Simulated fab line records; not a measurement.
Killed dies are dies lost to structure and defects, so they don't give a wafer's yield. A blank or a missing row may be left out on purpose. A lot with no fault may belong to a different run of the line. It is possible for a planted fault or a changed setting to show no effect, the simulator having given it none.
Chamber matching + flow n5-finfet + N5_GATE_CUT_PECVD_57 on pecvd-04 has 3 sister chambers
The step deposits SiNx from SiH4/NH3/N2, target thk 21 nm. 22 wafers are shown with their chamber, then 11 later ones without.

== EACH WAFER AND ITS CHAMBER ==
| wafer  | chamber | throttle-valve-pct (%) | showerhead-plenum-p-Torr (Torr) | heater-power-w (W) |
|--------|---------|------------------------|---------------------------------|--------------------|
| L074.2 | 2       | 36.9                   | 5.22                            | 948                |
| L074.3 | 1       | 42.3                   | 5.13                            | 970                |
| L074.4 | 0       | 38.1                   | 5.15                            | 928                |
| L076.1 | 2       | 36.7                   | 5.22                            | 864                |
| L076.3 | 0       | 38.5                   | 5.15                            | 956                |
| L076.4 | 0       | 38.4                   | 5.16                            | 931                |
| L080.1 | 2       | 37.0                   | 5.21                            | 826                |
| L080.2 | 0       | 38.2                   | 5.15                            | 885                |
| L080.4 | 2       | 36.9                   | 5.21                            | 824                |
| L082.1 | 1       | 42.4                   | 5.11                            | 965                |
| L082.2 | 0       | 38.2                   | 5.15                            | 838                |
| L082.6 | 1       | 41.9                   | 5.11                            | 991                |
| L084.1 | 1       | 42.0                   | 5.12                            | 914                |
| L084.3 | 0       | 38.1                   | 5.16                            | 964                |
| L084.6 | 0       | 38.1                   | 5.17                            | 957                |
| L086.2 | 1       | 42.4                   | 5.13                            | 908                |
| L086.3 | 2       | 37.1                   | 5.22                            | 881                |
| L086.4 | 0       | 38.2                   | 5.14                            | 844                |
| L087.2 | 0       | 38.2                   | 5.15                            | 943                |
| L087.4 | 2       | 36.8                   | 5.20                            | 944                |
| L087.6 | 1       | 42.4                   | 5.13                            | 840                |
| L088.1 | 2       | 36.7                   | 5.23                            | 827                |

SIGNATURES, as means of the wafers listed above
| reading                  | chamber 0 | chamber 1 | chamber 2 | scatter within a chamber |
|--------------------------|-----------|-----------|-----------|--------------------------|
| throttle-valve-pct       | 38.222    | 42.233    | 36.871    | 0.169                    |
| showerhead-plenum-p-Torr | 5.1533    | 5.1217    | 5.2157    | 0.00933                  |
| heater-power-w           | 916.22    | 931.33    | 873.43    | 52.2                     |
Rule: a wafer's distance from a chamber is the root of the sum, over the readings, of the square of ((its reading less the chamber's mean) divided by the reading's scatter). The wafer belongs to the nearest chamber; if the next one is less than 2 further off, it can't be placed. How the scatter is found: for the shown wafers, subtract from each reading the mean of its chamber, square and add these, divide the total by (wafers less chambers), then take the root.

== WAFERS WITH NO CHAMBER GIVEN ==
| wafer  | throttle-valve-pct (%) | showerhead-plenum-p-Torr (Torr) | heater-power-w (W) |
|--------|------------------------|---------------------------------|--------------------|
| L088.2 | 42.2                   | 5.12                            | 967                |
| L088.5 | 42.0                   | 5.11                            | 970                |
| L089.1 | 36.8                   | 5.22                            | 827                |
| L089.5 | 42.1                   | 5.13                            | 933                |
| L089.6 | 38.2                   | 5.16                            | 946                |
| L092.1 | 37.0                   | 5.21                            | 946                |
| L092.2 | 42.0                   | 5.13                            | 875                |
| L092.5 | 38.1                   | 5.15                            | 977                |
| L094.2 | 42.2                   | 5.12                            | 906                |
| L094.5 | 38.3                   | 5.15                            | 934                |
| L094.6 | 42.3                   | 5.12                            | 915                |

== EACH ONE'S CHAMBER ==
| wafer  | from the rows above | in truth |
|--------|---------------------|----------|
| L088.2 | 1                   | 1        |
| L088.5 | 1                   | 1        |
| L089.1 | 2                   | 2        |
| L089.5 | 1                   | 1        |
| L089.6 | 0                   | 0        |
| L092.1 | 2                   | 2        |
| L092.2 | 1                   | 1        |
| L092.5 | 0                   | 0        |
| L094.2 | 1                   | 1        |
| L094.5 | 0                   | 0        |
| L094.6 | 1                   | 1        |
Placed correctly: 11 of 11. Can't be placed from these rows: 0. Placed wrongly: 0.
